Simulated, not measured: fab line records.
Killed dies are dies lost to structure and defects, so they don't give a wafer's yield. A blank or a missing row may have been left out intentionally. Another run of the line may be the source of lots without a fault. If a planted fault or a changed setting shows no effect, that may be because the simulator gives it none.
Lot-split experiment :: flow n5_finfet :: 21 wafers read across 7 lots, on a route 1938 steps long

== THE SPLIT ==
At N5_BEOL_M11_VIA_ETCH_34 (etches SiCOH lowk in C4F6/O2, target depth 184.5 nm, time 69.2 s), the setting time_s was moved away from the recipe's 69.2 s on 7 of the 21 wafers read, by -19.5% to +20.8%. The other wafers ran this setting at the recipe's value.

The split's own step is where the reading is taken.

== THE READING ==
SOC_of_BEOL_M11_COAT_63.thk_nm (the simulator's own value, which no gauge read), in nm, at N5_BEOL_M11_VIA_ETCH_34 (etches SiCOH lowk in C4F6/O2, target depth 184.5 nm, time 69.2 s). No usual value for it is given in the file. Across the 14 wafers here that went through the recipe, the average is 92.1 nm and the standard deviation 0.31 nm.

wafer: L075.1
tool, chamber at the split: rie_diel-06, 1
time_s as run, s: 63.19
against the recipe: -8.7%
SOC_of_BEOL_M11_COAT_63.thk_nm, nm: 93.2
against lot-mates on the recipe: +0.7

wafer: L075.3
tool, chamber at the split: rie_diel-06, 0
time_s as run, s: 69.2
against the recipe: recipe
SOC_of_BEOL_M11_COAT_63.thk_nm, nm: 92.6
against lot-mates on the recipe: -

wafer: L075.5
tool, chamber at the split: rie_diel-06, 3
time_s as run, s: 69.2
against the recipe: recipe
SOC_of_BEOL_M11_COAT_63.thk_nm, nm: 92.4
against lot-mates on the recipe: -

wafer: L081.1
tool, chamber at the split: rie_diel-05, 1
time_s as run, s: 69.2
against the recipe: recipe
SOC_of_BEOL_M11_COAT_63.thk_nm, nm: 92.2
against lot-mates on the recipe: -

wafer: L081.2
tool, chamber at the split: rie_diel-05, 3
time_s as run, s: 60.01
against the recipe: -13.3%
SOC_of_BEOL_M11_COAT_63.thk_nm, nm: 93.4
against lot-mates on the recipe: +1.3

wafer: L081.5
tool, chamber at the split: rie_diel-05, 0
time_s as run, s: 69.2
against the recipe: recipe
SOC_of_BEOL_M11_COAT_63.thk_nm, nm: 92
against lot-mates on the recipe: -

wafer: L085.1
tool, chamber at the split: rie_diel-01, 1
time_s as run, s: 69.2
against the recipe: recipe
SOC_of_BEOL_M11_COAT_63.thk_nm, nm: 92.2
against lot-mates on the recipe: -

wafer: L085.2
tool, chamber at the split: rie_diel-01, 0
time_s as run, s: 69.2
against the recipe: recipe
SOC_of_BEOL_M11_COAT_63.thk_nm, nm: 92.4
against lot-mates on the recipe: -

wafer: L085.5
tool, chamber at the split: rie_diel-01, 2
time_s as run, s: 69.2
against the recipe: recipe
SOC_of_BEOL_M11_COAT_63.thk_nm, nm: 92
against lot-mates on the recipe: -

wafer: L086.2
tool, chamber at the split: rie_diel-01, 2
time_s as run, s: 69.2
against the recipe: recipe
SOC_of_BEOL_M11_COAT_63.thk_nm, nm: 91.4
against lot-mates on the recipe: -

wafer: L086.3
tool, chamber at the split: rie_diel-01, 1
time_s as run, s: 69.2
against the recipe: recipe
SOC_of_BEOL_M11_COAT_63.thk_nm, nm: 92
against lot-mates on the recipe: -

wafer: L086.5
tool, chamber at the split: rie_diel-01, 0
time_s as run, s: 69.2
against the recipe: recipe
SOC_of_BEOL_M11_COAT_63.thk_nm, nm: 92.2
against lot-mates on the recipe: -

wafer: L090.1
tool, chamber at the split: rie_diel-01, 0
time_s as run, s: 69.2
against the recipe: recipe
SOC_of_BEOL_M11_COAT_63.thk_nm, nm: 92.6
against lot-mates on the recipe: -

wafer: L090.3
tool, chamber at the split: rie_diel-01, 3
time_s as run, s: 55.71
against the recipe: -19.5%
SOC_of_BEOL_M11_COAT_63.thk_nm, nm: 93.6
against lot-mates on the recipe: +1.0

wafer: L090.5
tool, chamber at the split: rie_diel-01, 2
time_s as run, s: 55.71
against the recipe: -19.5%
SOC_of_BEOL_M11_COAT_63.thk_nm, nm: 93.8
against lot-mates on the recipe: +1.2

wafer: L093.2
tool, chamber at the split: rie_diel-01, 2
time_s as run, s: 69.2
against the recipe: recipe
SOC_of_BEOL_M11_COAT_63.thk_nm, nm: 92
against lot-mates on the recipe: -

wafer: L093.4
tool, chamber at the split: rie_diel-01, 0
time_s as run, s: 60.67
against the recipe: -12.3%
SOC_of_BEOL_M11_COAT_63.thk_nm, nm: 93.2
against lot-mates on the recipe: +1.2

wafer: L093.6
tool, chamber at the split: rie_diel-01, 3
time_s as run, s: 69.2
against the recipe: recipe
SOC_of_BEOL_M11_COAT_63.thk_nm, nm: 92
against lot-mates on the recipe: -

wafer: L096.1
tool, chamber at the split: rie_diel-05, 0
time_s as run, s: 69.2
against the recipe: recipe
SOC_of_BEOL_M11_COAT_63.thk_nm, nm: 91.8
against lot-mates on the recipe: -

wafer: L096.2
tool, chamber at the split: rie_diel-05, 2
time_s as run, s: 83.57
against the recipe: +20.8%
SOC_of_BEOL_M11_COAT_63.thk_nm, nm: 89.6
against lot-mates on the recipe: -2.2

wafer: L096.3
tool, chamber at the split: rie_diel-05, 1
time_s as run, s: 83.57
against the recipe: +20.8%
SOC_of_BEOL_M11_COAT_63.thk_nm, nm: 90.4
against lot-mates on the recipe: -1.4

THE FIT
A straight line over all 21 wafers: SOC_of_BEOL_M11_COAT_63.thk_nm changes by -0.0938 nm for each +1% of time_s; r = -0.95; the points scatter about the line by 0.32 nm.
The same after taking each lot's own level away (the mean of its wafers on the recipe; 21 wafers): -0.0774 nm for each +1%; r = -0.95; scatter 0.26 nm.
The reading moves by 1.6 nm for the largest change in time_s, on that fit.
Measured against the standard deviation above, the lots' own levels, which go from 91.80 to 92.60 nm, span 2.6 times it.
So the slope is not independent of the lot-to-lot level: the two fits are not the same.
Check: with one of the wafers moved furthest among these (+20.8%) left out of the fit, the line predicts -1.4 nm for it against its lot-mates. It came out at -2.2 nm against them.

== THESE WAFERS: OTHER SPLITS ==
Before the reading, these wafers also passed through other splits. Each is held against what the fit with the lots' levels taken away leaves over:
other split on the same wafers: N5_BEOL_M5_TRENCH_ETCH_37 source_w
wafers away from the commonest value: 8
r with SOC_of_BEOL_M11_COAT_63.thk_nm (lot level and that fit taken away): -0.10

other split on the same wafers: N5_BEOL_M5_SPUTTER_48 time_s
wafers away from the commonest value: 9
r with SOC_of_BEOL_M11_COAT_63.thk_nm (lot level and that fit taken away): -0.07

other split on the same wafers: N5_BEOL_M6_DESCUM_33 time_s
wafers away from the commonest value: 5
r with SOC_of_BEOL_M11_COAT_63.thk_nm (lot level and that fit taken away): -0.11

other split on the same wafers: N5_BEOL_M6_ETCH_66 bias_w
wafers away from the commonest value: 6
r with SOC_of_BEOL_M11_COAT_63.thk_nm (lot level and that fit taken away): +0.28

other split on the same wafers: N5_BEOL_M8_ILD_DEP_00 time_s
wafers away from the commonest value: 5
r with SOC_of_BEOL_M11_COAT_63.thk_nm (lot level and that fit taken away): +0.30

other split on the same wafers: N5_BEOL_M8_COAT_05 spin_rpm
wafers away from the commonest value: 4
r with SOC_of_BEOL_M11_COAT_63.thk_nm (lot level and that fit taken away): +0.18

other split on the same wafers: N5_BEOL_M8_TRENCH_ETCH_37 bias_w
wafers away from the commonest value: 6
r with SOC_of_BEOL_M11_COAT_63.thk_nm (lot level and that fit taken away): +0.28

other split on the same wafers: N5_BEOL_M9_ETCH_65 bias_w
wafers away from the commonest value: 3
r with SOC_of_BEOL_M11_COAT_63.thk_nm (lot level and that fit taken away): +0.09

other split on the same wafers: N5_BEOL_M10_PECVD_70 time_s
wafers away from the commonest value: 5
r with SOC_of_BEOL_M11_COAT_63.thk_nm (lot level and that fit taken away): +0.20

== THE WHOLE CHAIN: every reading that the file lists as answering this split, in the file's order ==
step: N5_BEOL_M11_VIA_ETCH_34
what it does: etches SiCOH lowk in C4F6/O2, target depth 184.5 nm, time 69.2 s
reading: etch.depth_nm (the simulator's own value, which no gauge read)
change (the file's fit): +1.84 nm for each +1% of the setting
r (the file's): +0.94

step: N5_BEOL_M11_VIA_ETCH_34
what it does: etches SiCOH lowk in C4F6/O2, target depth 184.5 nm, time 69.2 s
reading: SOC_of_BEOL_M11_COAT_63.thk_nm (the simulator's own value, which no gauge read)
change (the file's fit): -0.0798 nm for each +1% of the setting
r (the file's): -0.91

== THE FILE'S OWN FIT ==
SOC_of_BEOL_M11_COAT_63.thk_nm changes by -0.0798 nm for each +1% of time_s, r = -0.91.
